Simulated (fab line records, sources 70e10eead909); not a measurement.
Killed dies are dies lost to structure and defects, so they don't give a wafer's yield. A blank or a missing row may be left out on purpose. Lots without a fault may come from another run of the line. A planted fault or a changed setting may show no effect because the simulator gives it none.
Chamber matching | flow nand_harc | NHARC_A_STAIRCASE_DESCUM_186 on rie_diel-11: 4 sister chambers
The step chemistry O2, time 3 s. 8 wafers are shown with their chamber, then 7 later ones without.

WAFERS WITH THEIR CHAMBER
wafer  | chamber | drypump_motor_current_A (A) | showerhead_plenum_p_Torr (Torr)
L077.5 | 3       | 5.9                         | 1.86
L079.1 | 3       | 5.9                         | 1.86
L079.6 | 0       | 5.5                         | 1.92
L086.1 | 1       | 5.8                         | 1.87
L086.2 | 2       | 6.4                         | 1.82
L086.5 | 2       | 6.4                         | 1.82
L090.1 | 0       | 5.5                         | 1.91
L090.4 | 1       | 5.9                         | 1.87

WAFERS WITHOUT THEIR CHAMBER
wafer  | drypump_motor_current_A (A) | showerhead_plenum_p_Torr (Torr)
L090.5 | 5.9                         | 1.85
L088.2 | 5.8                         | 1.85
L088.5 | 5.8                         | 1.85
L088.6 | 6.4                         | 1.82
L094.1 | 5.9                         | 1.84
L094.2 | 6.4                         | 1.81
L094.5 | 6.4                         | 1.81

WHICH CHAMBER EACH WENT THROUGH
wafer  | from the rows above     | in truth
L090.5 | 3                       | 3
L088.2 | can't be placed: 3 or 1 | 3
L088.5 | can't be placed: 3 or 1 | 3
L088.6 | 2                       | 2
L094.1 | 3                       | 3
L094.2 | 2                       | 2
L094.5 | 2                       | 2
Placed correctly: 5 of 7. Can't be placed from these rows: 2 (the true chamber is among the candidates in 2). Placed wrongly: 0.
How it was worked out, from the rows above alone: a wafer's distance from a chamber is the root of the sum, over the readings, of the square of ((its reading less the chamber's mean) divided by the reading's scatter). The wafer belongs to the nearest chamber; if the next one is less than 2 further off, it can't be placed. A chamber's mean is the mean of its shown wafers. The scatter: the root of (the sum of the squares of (reading less its chamber's mean) over the shown wafers, divided by (wafers less chambers)).
